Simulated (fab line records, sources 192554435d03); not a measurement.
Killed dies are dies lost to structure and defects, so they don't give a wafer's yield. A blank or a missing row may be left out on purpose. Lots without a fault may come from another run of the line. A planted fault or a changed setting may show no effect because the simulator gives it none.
Split-lot experiment | flow n5_finfet | 7 lots, 39 wafers read, on a route of 1938 steps

THE SPLIT
At N5_FIN_SAQP_ETCH_65 (etches SiO2 in CF4, target depth 4 nm, time 4.4 s), the setting time_s was moved away from the recipe's 4.4 s on 15 of the 39 wafers read, by -52.3% to +54.6%. The other wafers ran this setting at the recipe's value.

The reading is taken at the split's own step.

THE READING
etch.depth_nm (the simulator's own value, which no gauge read), in nm, at N5_FIN_SAQP_ETCH_65 (etches SiO2 in CF4, target depth 4 nm, time 4.4 s). The file gives no usual value for it. The 24 wafers here that ran the recipe average 3.936 nm, standard deviation 0.057 nm.

wafer  | tool, chamber at the split | time_s as run, s | against the recipe | etch.depth_nm, nm | against lot-mates on the recipe
L075.1 | rie_si-01, 2               | 4.4              | recipe             | 3.897             | -
L075.2 | rie_si-01, 0               | 4.4              | recipe             | 3.985             | -
L075.3 | rie_si-01, 1               | 3.277            | -25.5%             | 2.925             | -0.994
L075.4 | rie_si-01, 3               | 3.277            | -25.5%             | 3.003             | -0.916
L075.5 | rie_si-01, 3               | 3.277            | -25.5%             | 2.996             | -0.923
L075.6 | rie_si-01, 2               | 4.4              | recipe             | 3.876             | -
L080.1 | rie_si-01, 3               | 2.194            | -50.1%             | 1.961             | -1.937
L080.2 | rie_si-01, 1               | 4.4              | recipe             | 3.923             | -
L080.3 | rie_si-01, 2               | 4.4              | recipe             | 3.849             | -
L080.4 | rie_si-01, 0               | 4.4              | recipe             | 3.921             | -
L080.5 | rie_si-01, 0               | 2.194            | -50.1%             | 1.947             | -1.951
L080.6 | rie_si-01, 3               | 2.194            | -50.1%             | 1.97              | -1.928
L081.1 | rie_si-02, 3               | 4.4              | recipe             | 4.006             | -
L081.2 | rie_si-02, 0               | 4.4              | recipe             | 3.965             | -
L081.3 | rie_si-02, 1               | 4.4              | recipe             | 3.847             | -
L081.4 | rie_si-02, 2,0             | 4.4              | recipe             | 3.976             | -
L081.5 | rie_si-02, 2,0             | 4.4              | recipe             | 3.976             | -
L081.6 | rie_si-02, 1               | 4.4              | recipe             | 3.878             | -
L082.1 | rie_si-04, 0               | 4.4              | recipe             | 3.942             | -
L082.2 | rie_si-04, 1               | 6.801            | +54.6%             | 5.888             | +1.940
L082.3 | rie_si-04, 3               | 4.4              | recipe             | 3.921             | -
L082.4 | rie_si-04, 2               | 6.801            | +54.6%             | 6.123             | +2.175
L082.5 | rie_si-04, 0               | 4.4              | recipe             | 3.982             | -
L082.6 | rie_si-04, 1               | 6.801            | +54.6%             | 5.92              | +1.972
L086.1 | rie_si-01, 2               | 4.4              | recipe             | 3.882             | -
L086.2 | rie_si-01, 0               | 4.4              | recipe             | 4.039             | -
L086.4 | rie_si-01, 1               | 4.4              | recipe             | 3.947             | -
L088.1 | rie_si-01, 3               | 4.4              | recipe             | 4.02              | -
L088.2 | rie_si-01, 2               | 4.4              | recipe             | 3.882             | -
L088.3 | rie_si-01, 0               | 6.113            | +38.9%             | 5.582             | +1.639
L088.4 | rie_si-01, 1               | 4.4              | recipe             | 3.928             | -
L088.5 | rie_si-01, 3               | 6.113            | +38.9%             | 5.592             | +1.649
L088.6 | rie_si-01, 2               | 6.113            | +38.9%             | 5.462             | +1.519
L095.1 | rie_si-04, 0               | 2.097            | -52.3%             | 1.92              | -2.018
L095.2 | rie_si-04, 1               | 4.4              | recipe             | 3.843             | -
L095.3 | rie_si-04, 3               | 4.4              | recipe             | 3.957             | -
L095.4 | rie_si-04, 2               | 4.4              | recipe             | 4.014             | -
L095.5 | rie_si-04, 0               | 2.097            | -52.3%             | 1.903             | -2.035
L095.6 | rie_si-04, 3               | 2.097            | -52.3%             | 1.886             | -2.052
Where a row lists several chambers, the file gives one row for several wafers and doesn't say which wafer went through which chamber.

THE FIT
A straight line over all 39 wafers: etch.depth_nm changes by +0.0389 nm for each +1% of time_s; r = +1.00; the points scatter about the line by 0.069 nm.
The same after taking each lot's own level away (the mean of its wafers on the recipe; 39 wafers): +0.0386 nm for each +1%; r = +1.00; scatter 0.068 nm.
On that fit, the largest move of time_s shifts the reading by 2.1 nm.
The lots' own levels span 3.8977 to 3.9560 nm, that is 1.0 times the standard deviation above.
So the lot-to-lot level changes the slope little: the two slopes agree.
Check: with one of the wafers moved furthest among these (+54.6%) left out of the fit, the line predicts +2.13 nm for it against its lot-mates. It came out at +1.94 nm against them.

OTHER SPLITS ON THESE WAFERS
These wafers also went through other splits before the reading. Each is held against what the fit with the lots' levels taken away leaves over:
other split on the same wafers          | wafers away from the commonest value | r with etch.depth_nm (lot level and that fit taken away)
N5_ZERO_LAYER_DEVELOP_10 develop_time_s | 18                                   | -0.18

THE FILE'S OWN FIT
etch.depth_nm changes by +0.0386 nm for each +1% of time_s, r = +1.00.
